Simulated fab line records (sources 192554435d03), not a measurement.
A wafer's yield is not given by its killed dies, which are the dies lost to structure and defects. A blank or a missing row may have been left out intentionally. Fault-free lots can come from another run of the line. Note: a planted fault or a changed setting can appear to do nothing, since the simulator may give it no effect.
A struck lot beside a sound one | flow n5-finfet | 37 steps out of a route of 1938
Sound: these wafers, L633.2, L633.3, L633.5. Struck: wafer L636.1 (left out: L636.2, a lot-mate that was not struck); the cause follows at the end.
For every step that has rows: the tool of each side, followed by ch and its chambers, followed by its first start. Under that, the readings that differ: sound wafers | struck wafers | difference of the means | sigmas: that difference in standard deviations of wafers without a fault.
alike: same words and numbers on both sides, and readings whose means sit less than 2 such deviations apart. not compared: any withheld reading, any reading some wafer has no value for, any bound like >300 that may hide the same value, and any number with overlapping values for which the record gives no deviation.
The two part at a step that has a row with sigmas, a row that says differs or no value, or rows on one side only. Non-overlapping numbers with no deviation appear without sigmas and do not part them. A reading missing from all wafers of one side parts the sides only when that side holds two or more wafers.

first, 9 steps without rows for these wafers: N5_BEOL_M4_ANNEAL_95 (time 240 s); N5_BEOL_M4_SPUTTER_96 (material Cu, target thk 4.5 nm, time 8.29 s); N5_BEOL_M4_ECD_50 (material Cu, target thk 300 nm); N5_BEOL_M4_ANNEAL_51 (time 90 s); N5_BEOL_M4_CMP_52 (polishes, stops on SiOC, t overpolish 6.8 s, target thk 40 nm); N5_BEOL_M4_PRE_CLEAN_60 (time 15 s); N5_BEOL_M4_CO_CAP_55 (material Co, precursor CCTBA/H2, target thk 2 nm, time 102.1 s); N5_BEOL_M4_PRE_CLEAN_56 (time 15 s); N5_BEOL_M4_DEP_57 (deposits SiCN from 3MS/NH3, target thk 8 nm, time 14 s).
N5_BEOL_M4_RC_MEAS_101:
  sound on prober-01 ch 0, day 10 09:01; struck on prober-02 ch 0, day 11 14:23
  alike: DIBL_N, DIBL_P, IOFF_N, IOFF_P, ION_N, ION_P, SS_N, SS_P, VT_N, VT_P
N5_BEOL_M5_ILD_DEP_00: deposits SiCOH lowk from DEMS/porogen, target thk 140.64 nm, time 25.9 s.
  sound on pecvd-04 ch 1,2, day 10 09:50; struck on pecvd-04 ch 1, day 11 15:22
  reading                                            | sound             | struck | difference | sigmas
  model.SiCOH_lowk_of_BEOL_M5_ILD_DEP_00.thk-nm (nm) | 139.8 138.4 142.2 | 222.6  | +82.5      |
  alike: heater-power-w, showerhead-plenum-p-Torr, throttle-valve-pct
then, 1 step without rows for these wafers: N5_BEOL_M5_CURE_79 (cures SiCOH lowk, time 240 s).
N5_BEOL_M5_THK_MEAS_01:
  sound on film-metro-01, day 10 10:25; struck on film-metro-02, day 11 15:59
  reading         | sound             | struck | difference | sigmas
  M5_ILD_THK (nm) | 120.3 119.1 122.4 | 192.3  | +71.7      | +48
then, 22 steps without rows for these wafers: N5_BEOL_M5_PECVD_70 (deposits SiO2 from TEOS/O2, target thk 16 nm, time 18 s); N5_BEOL_M5_HM_DEP_02 (deposits TiN, target thk 20 nm); N5_BEOL_M5_COAT_59 (time 60 s, resist thk 60 nm); N5_BEOL_M5_COAT_60 (time 60 s, resist thk 12 nm); N5_BEOL_M5_COAT_71 (time 60 s, resist thk 5 nm); N5_BEOL_M5_COAT_05 (resist thk 30 nm); N5_BEOL_M5_EBR_07; N5_BEOL_M5_SOFTBAKE_06 (time 60 s); N5_BEOL_M5_EXPOSE_08 (exposes mask M5, target cd 28 nm); N5_BEOL_M5_PEB_09 (peb time 60 s); N5_BEOL_M5_DEVELOP_10 (develop time 30 s); N5_BEOL_M5_DESCUM_16 (chemistry O2, time 7 s); N5_BEOL_M5_ETCH_72 (etches underlayer in N2/H2, target depth 6.5 nm, time 5.2 s); N5_BEOL_M5_ETCH_61 (etches SiARC in CF4, target depth 15.6 nm, time 26 s); N5_BEOL_M5_ETCH_62 (etches SOC in N2/H2, target depth 75 nm, overetch 15 nm, time 112.5 s); N5_BEOL_M5_STRIP_63 (strips in N2/H2); N5_BEOL_M5_STRIP_73 (strips in N2/H2); N5_BEOL_M5_STRIP_64 (strips in CF4); N5_BEOL_M5_HM_OPEN_17 (chemistry Cl2/BCl3, target TiN, target depth 20 nm, overetch 6 nm); N5_BEOL_M5_STRIP_19 (strips in O2); N5_BEOL_M5_COAT_65 (time 60 s, resist thk 60 nm); N5_BEOL_M5_COAT_66 (time 60 s, resist thk 12 nm).
N5_BEOL_M5_CMP_52: polishes, stops on SiCOH lowk, t overpolish 6.9 s, target thk 62 nm.
  sound on cmp-02 ch 1,2, day 10 20:14; struck on cmp-03 ch 0, day 12 03:07
  reading                                            | sound             | struck | difference | sigmas
  model.SiCOH_lowk_of_BEOL_M5_ILD_DEP_00.thk-nm (nm) | 117.4 116.2 119.4 | 189.4  | +71.7      |
  alike: motor-current-A
  not compared: pad-life-wafers
-- here the record skips 4 days between the struck wafers' starts before and after, leaving off in module BEOL_M5 and picking up in module PASSIVATION (first step shown: number 1936 of the route) --
N5_PASSIVATION_PROBE_49:
  the record has rows for the struck wafers here (prober-02, day 15 22:15) and none for the sound ones

== WHERE THEY PART ==
First at N5_BEOL_M5_THK_MEAS_01; last, within this record, at N5_PASSIVATION_PROBE_49.

WHY: whatever the simulator had introduced
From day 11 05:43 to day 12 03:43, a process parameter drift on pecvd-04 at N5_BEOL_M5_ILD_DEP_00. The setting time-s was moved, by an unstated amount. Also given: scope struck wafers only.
